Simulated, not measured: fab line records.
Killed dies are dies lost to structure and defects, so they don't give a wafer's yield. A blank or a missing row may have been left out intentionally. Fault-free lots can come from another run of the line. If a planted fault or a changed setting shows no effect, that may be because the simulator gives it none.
Struck lot and sound lot, side by side || flow n5Finfet || 17 steps out of a route of 1938
Sound: wafers L994.1, L994.3, L994.4. Struck: wafers L103.1, L103.6 (left out: L103.3, a lot-mate that was not struck); the cause follows at the end.
At each step with rows: each side's tool, then ch and its chambers, then its first start. Under that, the readings that differ: sound wafers || struck wafers || difference of the means || sigmas: that difference in standard deviations of wafers without a fault.
alike: words and numbers the same on both sides, and readings whose means are apart by under 2 such deviations; not compared: readings that were withheld, readings missing a value for some wafer, numbers with overlapping values and no deviation given by the record, and bounds like >300 which may hide the same value.
Wherever a step has rows on one side only, a row that says differs or no value, or a row with sigmas, the two part there. When numbers do not overlap yet have no deviation, they are printed without sigmas and do not part them. A reading missing from all wafers of one side parts the sides only when that side holds two or more wafers.

first, 4 steps without rows for these wafers: N5_BEOL_M8_HM_STRIP_39 (strips TiN in peroxide tin strip, target depth 25 nm, time 158 s); N5_BEOL_M8_SRD_40 (time 30 s); N5_BEOL_M8_PRECLEAN_42 (cleans in residue remover, time 60 s); N5_BEOL_M8_SRD_43 (time 30 s).
N5_BEOL_M8_CD_MEAS_35: the cd target is 40 nm.
  sound: cdSem-02 at day 12 01:02; struck: cdSem-03 at day 14 02:28
  alike: cdNm
then, 2 steps without rows for these wafers: N5_BEOL_M8_CURE_75 (cures SiCOH lowk, time 120 s); N5_BEOL_M8_DEGAS_44 (time 60 s).
N5_BEOL_M8_PRE_CLEAN_45: time 30 s.
  sound: pvdSputter-03 at day 12 05:39; struck: pvdSputter-03 at day 14 03:08
  alike: heaterPowerW
N5_BEOL_M8_ALD_77: deposits TaN, target thk 2 nm, pulse time 2 s, purge time 3 s.
  sound on aldMetal-03 ch 0,1,3, day 12 05:43; struck on aldMetal-01 ch 1,2, day 14 03:16
  alike: heaterPowerW, mfcCarrierSccm
N5_BEOL_M8_SURFACE_TREAT_79:
  sound: pvdSputter-02 at day 12 06:01; struck: pvdSputter-03 at day 14 03:34
  not compared: pressureMtorr, throttleValvePct
then, 1 step without rows for these wafers: N5_BEOL_M8_CVD_78 (deposits Co from CCTBA/H2, target thk 2 nm, time 142.3 s).
N5_BEOL_M8_SPUTTER_48: material Cu, target thk 10 nm, time 1.667 s.
  sound: pvdSputter-03 at day 12 06:11; struck: pvdSputter-03 at day 14 03:47
  alike: throttleValvePct
N5_BEOL_M8_ECD_50: material Cu, target thk 300 nm.
  sound on ecdCu-01 ch 0,1, day 12 06:19; struck on ecdCu-01 ch 0,1, day 14 03:54
{"reading": "model.Cu_of_BEOL_M8_ECD_50.thkNm (nm)", "sound": "295.4 295.8 302", "struck": "198 191.2", "difference": -103, "sigmas": ""}
N5_BEOL_M8_ANNEAL_51: time 90 s.
  sound on rtpAnneal-02 ch 0, day 12 06:24; struck on rtpAnneal-01 ch 0, day 14 04:02
  alike: annealTempCMax, wafer_temp_C_max
N5_BEOL_M8_CMP_52: polishes, stops on SiCOH lowk, t overpolish 6.9 s, target thk 80 nm.
  sound on cmp-03 ch 0,1,3, day 12 06:44; struck on cmp-03 ch 1,3, day 14 04:24
{"reading": "timeToEndpointS (s)", "sound": "54 60 62", "struck": "40 37", "difference": -20, "sigmas": -5}
  alike: motorCurrentA
N5_BEOL_M8_THK_MEAS_53: measures by xrf.
  sound: filmMetro-01 at day 12 06:59; struck: filmMetro-02 at day 14 04:37
  alike: M8_THK
-- record jumps: 3 days separate the struck wafers' starts on either side; left off in module BEOL_M8, taken up again in module PASSIVATION, whose first shown step is the route's number 1936 --
N5_PASSIVATION_PROBE_49:
  only the struck wafers here have rows in the record (prober-01, day 16 21:00); the sound ones have none

## WHERE THEY PART
Last at N5_PASSIVATION_PROBE_49 as far as this record goes, first at N5_BEOL_M8_CMP_52.

WHY: the cause the simulator had injected
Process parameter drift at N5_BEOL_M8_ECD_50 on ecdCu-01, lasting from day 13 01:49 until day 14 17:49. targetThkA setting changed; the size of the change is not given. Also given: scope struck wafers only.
